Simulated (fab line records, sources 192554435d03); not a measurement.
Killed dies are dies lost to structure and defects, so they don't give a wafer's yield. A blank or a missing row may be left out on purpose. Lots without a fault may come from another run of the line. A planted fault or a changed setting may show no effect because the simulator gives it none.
Split-lot experiment | flow n5_finfet | 7 lots, 39 wafers read, on a route of 1938 steps

THE SPLIT
At N5_BEOL_M7_TRENCH_ETCH_37 (etches SiCOH lowk in C4F6/O2, target depth 93.478 nm, time 31.2 s), the setting target_depth_a was moved away from the recipe's 934.78 angstrom on 9 of the 39 wafers read, by -37.6% to +57.1%. The other wafers ran this setting at the recipe's value.

FROM THE SPLIT TO THE READING: what the file shows between them, 8 steps
- N5_BEOL_M7_ETCH_41: etches SiCN in CH3F/O2, target depth 31.9 nm, time 57.8 s
- N5_BEOL_M7_STRIP_80: strips in N2/H2, time 10 s
- N5_BEOL_M7_OCD_MEAS_38
- N5_BEOL_M7_HM_STRIP_39: strips TiN in peroxide tin strip, target depth 25 nm, time 158 s
- N5_BEOL_M7_SRD_40: time 30 s
- N5_BEOL_M7_ECD_50: material Cu, target thk 300 nm
- N5_BEOL_M7_ANNEAL_51: time 90 s
- N5_BEOL_M7_CMP_52: polishes, stops on SiCOH lowk, t overpolish 6.9 s, target thk 80 nm

THE READING
M7_THK, in nm, at N5_BEOL_M7_THK_MEAS_53 (measures by xrf). Fault-free wafers of this fab line usually give 77.1 nm, standard deviation 2.2 nm.

wafer  | tool, chamber at the split | target_depth_a as run, angstrom | against the recipe | M7_THK, nm | against lot-mates on the recipe
L076.1 | rie_diel-02, 1             | 582.9                           | -37.6%             | 44.4       | -34.6
L076.2 | rie_diel-02, 2             | 582.9                           | -37.6%             | 43.8       | -35.2
L076.3 | rie_diel-02, 0             | 934.78                          | recipe             | 76.4       | -
L076.4 | rie_diel-02, 3             | 934.78                          | recipe             | 79.7       | -
L076.5 | rie_diel-02, 2             | 582.9                           | -37.6%             | 42.5       | -36.5
L076.6 | rie_diel-02, 3             | 934.78                          | recipe             | 81.0       | -
L083.1 | rie_diel-06, 3             | 631.7                           | -32.4%             | 48.3       | -29.0
L083.2 | rie_diel-06, 2             | 631.7                           | -32.4%             | 47.4       | -29.9
L083.3 | rie_diel-06, 0             | 934.78                          | recipe             | 76.3       | -
L083.4 | rie_diel-06, 1             | 631.7                           | -32.4%             | 45.3       | -32.0
L083.5 | rie_diel-06, 2             | 934.78                          | recipe             | 79.1       | -
L083.6 | rie_diel-06, 3             | 934.78                          | recipe             | 76.4       | -
L084.1 | rie_diel-02, 0             | 934.78                          | recipe             | 74.9       | -
L084.2 | rie_diel-02, 3             | 934.78                          | recipe             | 76.3       | -
L084.3 | rie_diel-02, 2             | 934.78                          | recipe             | 73.6       | -
L084.4 | rie_diel-02, 1             | 934.78                          | recipe             | 74.0       | -
L084.5 | rie_diel-02, 1             | 934.78                          | recipe             | 76.2       | -
L084.6 | rie_diel-02, 2             | 934.78                          | recipe             | 74.9       | -
L085.2 | rie_diel-02, 1             | 934.78                          | recipe             | 75.2       | -
L085.4 | rie_diel-02, 3             | 934.78                          | recipe             | 79.5       | -
L085.5 | rie_diel-02, 3             | 934.78                          | recipe             | 78.9       | -
L088.1 | rie_diel-06, 2             | 934.78                          | recipe             | 77.6       | -
L088.2 | rie_diel-06, 0             | 934.78                          | recipe             | 75.0       | -
L088.3 | rie_diel-06, 3             | 934.78                          | recipe             | 76.8       | -
L088.4 | rie_diel-06, 1             | 934.78                          | recipe             | 80.6       | -
L088.5 | rie_diel-06, 3             | 934.78                          | recipe             | 76.4       | -
L088.6 | rie_diel-06, 2             | 934.78                          | recipe             | 77.3       | -
L091.1 | rie_diel-02, 2             | 934.78                          | recipe             | 78.1       | -
L091.2 | rie_diel-02, 0             | 934.78                          | recipe             | 76.3       | -
L091.3 | rie_diel-02, 1             | 934.78                          | recipe             | 77.3       | -
L091.4 | rie_diel-02, 1             | 934.78                          | recipe             | 79.7       | -
L091.5 | rie_diel-02, 2             | 934.78                          | recipe             | 76.7       | -
L091.6 | rie_diel-02, 0             | 934.78                          | recipe             | 75.7       | -
L097.1 | rie_diel-01, 0             | 934.78                          | recipe             | 80.8       | -
L097.2 | rie_diel-01, 3             | 1469                            | +57.1%             | 131.5      | +49.6
L097.3 | rie_diel-01, 1             | 1469                            | +57.1%             | 135.4      | +53.5
L097.4 | rie_diel-01, 2             | 934.78                          | recipe             | 83.4       | -
L097.5 | rie_diel-01, 2             | 934.78                          | recipe             | 81.6       | -
L097.6 | rie_diel-01, 1             | 1469                            | +57.1%             | 131.7      | +49.8

THE FIT
A straight line over all 39 wafers: M7_THK changes by +0.948 nm for each +1% of target_depth_a; r = +0.99; the points scatter about the line by 2.3 nm.
The same after taking each lot's own level away (the mean of its wafers on the recipe; 39 wafers): +0.911 nm for each +1%; r = +1.00; scatter 1.5 nm.
On that fit, the largest move of target_depth_a shifts the reading by 52 nm.
The lots' own levels span 74.98 to 81.93 nm, that is 3.2 times the standard deviation above.
So the lot-to-lot level changes the slope little: the two slopes agree.
Check: with one of the wafers moved furthest among these (+57.1%) left out of the fit, the line predicts +52.5 nm for it against its lot-mates. It came out at +49.6 nm against them.

THE WHOLE CHAIN: every reading that the file lists as answering this split, in the file's order
step                      | what it does                                                        | reading                                                                          | change (the file's fit)                                                              | r (the file's)
N5_BEOL_M7_TRENCH_ETCH_37 | etches SiCOH lowk in C4F6/O2, target depth 93.478 nm, time 31.2 s   | BEOL_M7.feature_depth_nm (the simulator's own value, which no gauge read)        | +0.902 nm for each +1% of the setting                                                | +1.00
N5_BEOL_M7_TRENCH_ETCH_37 | etches SiCOH lowk in C4F6/O2, target depth 93.478 nm, time 31.2 s   | etch.depth_nm (the simulator's own value, which no gauge read)                   | +0.901 nm for each +1% of the setting                                                | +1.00
N5_BEOL_M7_TRENCH_ETCH_37 | etches SiCOH lowk in C4F6/O2, target depth 93.478 nm, time 31.2 s   | TiN_of_BEOL_M7_HM_DEP_02.thk_nm (the simulator's own value, which no gauge read) | -0.0286 nm for each +1% of the setting                                               | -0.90
N5_BEOL_M7_OCD_MEAS_38    |                                                                     | trench_depth_nm                                                                  | +0.902 nm for each +1% of the setting                                                | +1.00
N5_BEOL_M7_CMP_52         | polishes, stops on SiCOH lowk, t overpolish 6.9 s, target thk 80 nm | Cu_of_BEOL_M7_ECD_50.thk_nm (the simulator's own value, which no gauge read)     | +0.906 nm for each +1% of the setting                                                | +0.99
N5_BEOL_M7_THK_MEAS_53    | measures by xrf                                                     | M7_THK                                                                           | +0.912 for each +1% of the setting                                                   | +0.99
N5_BEOL_M7_RS_MEAS_57     | measures by four-point-probe                                        | M7_RS                                                                            | not straight: 0.600 at the lowest setting, 0.299 at the recipe, 0.163 at the highest | not given

THE FILE'S OWN FIT
M7_THK changes by +0.912 nm for each +1% of target_depth_a, r = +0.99.
